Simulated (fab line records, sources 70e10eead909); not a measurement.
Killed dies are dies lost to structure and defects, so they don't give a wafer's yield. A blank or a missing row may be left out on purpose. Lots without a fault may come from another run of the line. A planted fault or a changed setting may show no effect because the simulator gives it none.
Which tool did it? | flow nand_harc | 13 lots, 39 wafers sampled, at 6 steps of a route of 1302

WHAT THE GAUGES READ, wafer by wafer
NHARC_P_STI_CD_MEAS_09: target cd 200 nm.
lot  | measured     | on        | cd_nm (nm)
L422 | day 3 05:35  | cd_sem-02 | 205.9 207.9 202.4
L424 | day 4 01:02  | cd_sem-03 | 201.2 198.4 199.3
L425 | day 4 14:13  | cd_sem-01 | 202.8 202.7 203.1
L426 | day 4 22:47  | cd_sem-01 | 199.7 199.0 204.6
L427 | day 5 10:56  | cd_sem-03 | 235.1 233.8 235.0
L432 | day 7 11:25  | cd_sem-02 | 198.2 197.4 201.9
L436 | day 9 01:26  | cd_sem-01 | 203.1 200.4 196.6
L437 | day 9 10:16  | cd_sem-02 | 199.6 199.0 199.4
L438 | day 9 20:40  | cd_sem-03 | 198.0 204.0 203.3
L440 | day 10 17:56 | cd_sem-03 | 202.6 200.2 200.7
L441 | day 11 06:45 | cd_sem-02 | 201.7 200.9 201.1
L443 | day 12 03:10 | cd_sem-03 | 201.0 200.6 199.0
L444 | day 12 11:36 | cd_sem-02 | 202.7 203.3 199.5

NHARC_P_STI_OCD_MEAS_17.
lot  | measured     | on     | trench_depth_nm (nm) | trench_foot_cd_nm (nm)
L422 | day 3 06:22  | ocd-01 | 297 295 298          | 164.5 166.1 161.1
L424 | day 4 01:50  | ocd-02 | 297 302 306          | 159.2 156.3 155.8
L425 | day 4 15:00  | ocd-01 | 302 314 302          | 160.9 158.8 161.3
L426 | day 4 23:34  | ocd-02 | 294 305 299          | 158.5 156.3 162.8
L427 | day 5 11:48  | ocd-02 | 298 301 296          | 193.6 191.3 194.0
L432 | day 7 12:12  | ocd-02 | 295 297 296          | 157.0 156.0 160.5
L436 | day 9 02:16  | ocd-02 | 304 304 306          | 160.2 157.9 153.5
L437 | day 9 11:02  | ocd-02 | 298 304 301          | 158.7 156.9 158.0
L438 | day 9 21:28  | ocd-01 | 301 295 297          | 155.7 162.7 161.9
L440 | day 10 18:43 | ocd-01 | 294 295 291          | 161.7 158.8 160.6
L441 | day 11 07:32 | ocd-01 | 299 297 294          | 160.0 160.0 160.1
L443 | day 12 03:57 | ocd-02 | 310 298 303          | 157.7 159.4 156.3
L444 | day 12 12:23 | ocd-02 | 294 298 301          | 161.1 161.4 157.5

WHICH TOOL RAN EACH LOT (tool, then ch and the chambers of the sampled wafers, then the start)
lot  | NHARC_P_ZERO_WELL_DESCUM_54        | NHARC_P_ZERO_WELL_RTA_42         | NHARC_P_STI_EXPOSE_06             | NHARC_P_STI_DESCUM_14
L422 | rie_diel-02 ch 0,1, day 2 11:54    | rtp_anneal-02 ch 0, day 2 13:19  | krf_scanner-02 ch 0, day 3 05:26  | rie_diel-09 ch 0,1,3, day 3 05:51
L424 | rie_diel-02 ch 0,1, day 3 07:47    | rtp_anneal-01 ch 0, day 3 08:46  | krf_scanner-02 ch 0, day 4 00:53  | rie_diel-03 ch 0,2, day 4 01:19
L425 | rie_diel-13 ch 0,2,3, day 3 18:28  | rtp_anneal-02 ch 0, day 3 19:26  | krf_scanner-03 ch 0, day 4 14:04  | rie_diel-03 ch 0,2, day 4 14:29
L426 | rie_diel-02 ch 1,2, day 4 04:06    | rtp_anneal-02 ch 0, day 4 05:05  | krf_scanner-02 ch 0, day 4 22:38  | rie_diel-03 ch 0,1,2, day 4 23:04
L427 | rie_diel-02 ch 0,2, day 4 14:03    | rtp_anneal-01 ch 0, day 4 15:10  | krf_scanner-02 ch 0, day 5 10:47  | rie_diel-06 ch 0,1, day 5 11:15
L432 | rie_diel-13 ch 2,3, day 6 16:02    | rtp_anneal-02 ch 0, day 6 17:14  | krf_scanner-03 ch 0, day 7 11:17  | rie_diel-03 ch 0,2, day 7 11:41
L436 | rie_diel-04 ch 2,3, day 8 08:56    | rtp_anneal-01 ch 0, day 8 10:00  | krf_scanner-01 ch 0, day 9 01:17  | rie_diel-03 ch 2,3, day 9 01:43
L437 | rie_diel-02 ch 2,3, day 8 18:14    | rtp_anneal-01 ch 0, day 8 19:12  | krf_scanner-01 ch 0, day 9 10:07  | rie_diel-09 ch 1,2,3, day 9 10:31
L438 | rie_diel-04 ch 0,1,2, day 9 03:47  | rtp_anneal-02 ch 0, day 9 04:45  | krf_scanner-02 ch 0, day 9 20:31  | rie_diel-06 ch 1,2,3, day 9 20:56
L440 | rie_diel-13 ch 0,1,3, day 9 23:50  | rtp_anneal-02 ch 0, day 10 00:54 | krf_scanner-02 ch 0, day 10 17:47 | rie_diel-06 ch 2,3, day 10 18:11
L441 | rie_diel-02 ch 0,3, day 10 10:45   | rtp_anneal-01 ch 0, day 10 11:44 | krf_scanner-03 ch 0, day 11 06:36 | rie_diel-09 ch 0,2, day 11 07:01
L443 | rie_diel-04 ch 0,1,3, day 11 06:49 | rtp_anneal-02 ch 0, day 11 07:47 | krf_scanner-01 ch 0, day 12 03:01 | rie_diel-03 ch 1,2,3, day 12 03:25
L444 | rie_diel-02 ch 0,2,3, day 11 16:09 | rtp_anneal-02 ch 0, day 11 17:08 | krf_scanner-02 ch 0, day 12 11:27 | rie_diel-09 ch 0,2,3, day 12 11:52
- NHARC_P_ZERO_WELL_DESCUM_54: chemistry O2, time 3 s.
- NHARC_P_ZERO_WELL_RTA_42: time 300 s.
- NHARC_P_STI_EXPOSE_06: exposes mask P STI, target cd 200 nm.
- NHARC_P_STI_DESCUM_14: chemistry O2, time 3 s.

WHAT THE TOOLS THEMSELVES READ (means of the sampled wafers that have a number; where no wafer has one, the mark that the record gives instead)
NHARC_P_ZERO_WELL_DESCUM_54.
lot  | tool        | chamber_pressure_mTorr (mTorr) | drypump_motor_current_A (A) | oes_product_au (a.u.) | rf_vpp_V (V) | showerhead_plenum_p_Torr (Torr) | throttle_valve_pct (%)
L422 | rie_diel-02 | 60.01                          | 5.9                         | 1.007                 | 57.4         | 1.88                            | 11.304
L424 | rie_diel-02 | 60.01                          | 6.2                         | 0.992                 | 57.9         | 1.95                            | 11.308
L425 | rie_diel-13 | 59.99                          | 5.6                         | 1.020                 | 58.6         | 1.97                            | 11.302
L426 | rie_diel-02 | 60.03                          | 5.6                         | 1.003                 | 56.9         | 1.83                            | 11.314
L427 | rie_diel-02 | 59.98                          | 6.0                         | 0.990                 | 57.6         | 1.98                            | 11.315
L432 | rie_diel-13 | 60.04                          | 5.5                         | 1.019                 | 58.7         | 1.96                            | 11.305
L436 | rie_diel-04 | 60.01                          | 5.3                         | 0.996                 | 57.3         | 1.83                            | 11.304
L437 | rie_diel-02 | 60.00                          | 5.2                         | 0.971                 | 57.5         | 1.91                            | 11.309
L438 | rie_diel-04 | 59.99                          | 5.4                         | 0.998                 | 57.7         | 1.92                            | 11.312
L440 | rie_diel-13 | 60.03                          | 5.6                         | 1.007                 | 57.1         | 1.91                            | 11.306
L441 | rie_diel-02 | 59.98                          | 6.0                         | 0.997                 | 58.2         | 1.98                            | 11.309
L443 | rie_diel-04 | 60.00                          | 5.6                         | 0.994                 | 57.6         | 1.95                            | 11.309
L444 | rie_diel-02 | 59.98                          | 5.6                         | 0.993                 | 57.9         | 1.94                            | 11.305

NHARC_P_ZERO_WELL_RTA_42.
lot  | tool          | lamp_power_pct (%) | wafer_temp_C_max
L422 | rtp_anneal-02 | 36.3               | 1102.7
L424 | rtp_anneal-01 | 40.6               | 1104.5
L425 | rtp_anneal-02 | 36.3               | 1103.5
L426 | rtp_anneal-02 | 36.2               | 1102.4
L427 | rtp_anneal-01 | 40.7               | 1104.4
L432 | rtp_anneal-02 | 36.3               | 1103.6
L436 | rtp_anneal-01 | 40.6               | 1104.7
L437 | rtp_anneal-01 | 40.6               | 1103.6
L438 | rtp_anneal-02 | 36.2               | 1102.7
L440 | rtp_anneal-02 | 36.3               | 1103.5
L441 | rtp_anneal-01 | 40.7               | 1104.2
L443 | rtp_anneal-02 | 36.1               | 1102.7
L444 | rtp_anneal-02 | 36.2               | 1103.5

NHARC_P_STI_DESCUM_14.
lot  | tool        | chamber_pressure_mTorr (mTorr) | drypump_motor_current_A (A) | oes_product_au (a.u.) | rf_vpp_V (V) | showerhead_plenum_p_Torr (Torr) | throttle_valve_pct (%)
L422 | rie_diel-09 | 60.01                          | 5.79                        | 0.993                 | 58.1         | 2.00                            | 11.309
L424 | rie_diel-03 | 60.02                          | 5.72                        | 1.010                 | 57.9         | 1.97                            | 11.310
L425 | rie_diel-03 | 60.01                          | 5.96                        | 0.998                 | 57.2         | 1.95                            | 11.310
L426 | rie_diel-03 | 59.92                          | 5.92                        | 0.997                 | 58.6         | 1.96                            | 11.309
L427 | rie_diel-06 | 60.05                          | 6.04                        | 0.989                 | 57.6         | 1.81                            | 11.319
L432 | rie_diel-03 | 59.99                          | 5.97                        | 1.001                 | 58.1         | 1.94                            | 11.308
L436 | rie_diel-03 | 60.02                          | 6.06                        | 1.013                 | 58.0         | 1.92                            | 11.305
L437 | rie_diel-09 | 60.03                          | 6.01                        | 1.001                 | 58.0         | 2.02                            | 11.313
L438 | rie_diel-06 | 59.97                          | 5.93                        | 0.993                 | 58.6         | 1.87                            | 11.317
L440 | rie_diel-06 | 60.03                          | 5.89                        | 1.006                 | 56.7         | 1.93                            | 11.308
L441 | rie_diel-09 | 60.00                          | 5.89                        | 0.999                 | 58.3         | 1.98                            | 11.320
L443 | rie_diel-03 | 60.03                          | 6.01                        | 0.987                 | 58.1         | 1.93                            | 11.307
L444 | rie_diel-09 | 59.99                          | 5.87                        | 1.010                 | 58.3         | 2.00                            | 11.312

THE ANSWER, worked out from the rows above alone
Rule: what is usual is taken from the lots themselves. Put in order of their means at a reading, lots are off if they are a third of the lots or fewer, leave a main group of 4 or more, and stand apart from it by a gap of 3 or more times the standard deviation of the main group's means; of several such gaps the widest counts. A main group whose means are all the same, to the digits that the tables above print for the reading, isn't used. A lot without any number at a reading at which 4 lots or more have one is off too. The other lots that the step has rows for count as sound. The gauges are gone through in route order, then the tools' own readings, and for those a lot's mean is taken as printed above. The first step at which some lot is off is used, and at that step the reading that is off furthest; a lot without a number counts as furthest.
Off: L427, at NHARC_P_STI_CD_MEAS_09 (cd_nm). The main group: mean 201.1 nm, standard deviation 1.7.
A tool fits if, at a process step before that reading, it ran every lot that is off, and no sound lot after the first of them. The gauges at NHARC_P_STI_CD_MEAS_09 aren't tried: what is off there is off at NHARC_P_STI_OCD_MEAS_17 too, on other tools, and a gauge's error can't cause that. None of those tried fits.

WHAT THE SIMULATOR HAD PUT IN
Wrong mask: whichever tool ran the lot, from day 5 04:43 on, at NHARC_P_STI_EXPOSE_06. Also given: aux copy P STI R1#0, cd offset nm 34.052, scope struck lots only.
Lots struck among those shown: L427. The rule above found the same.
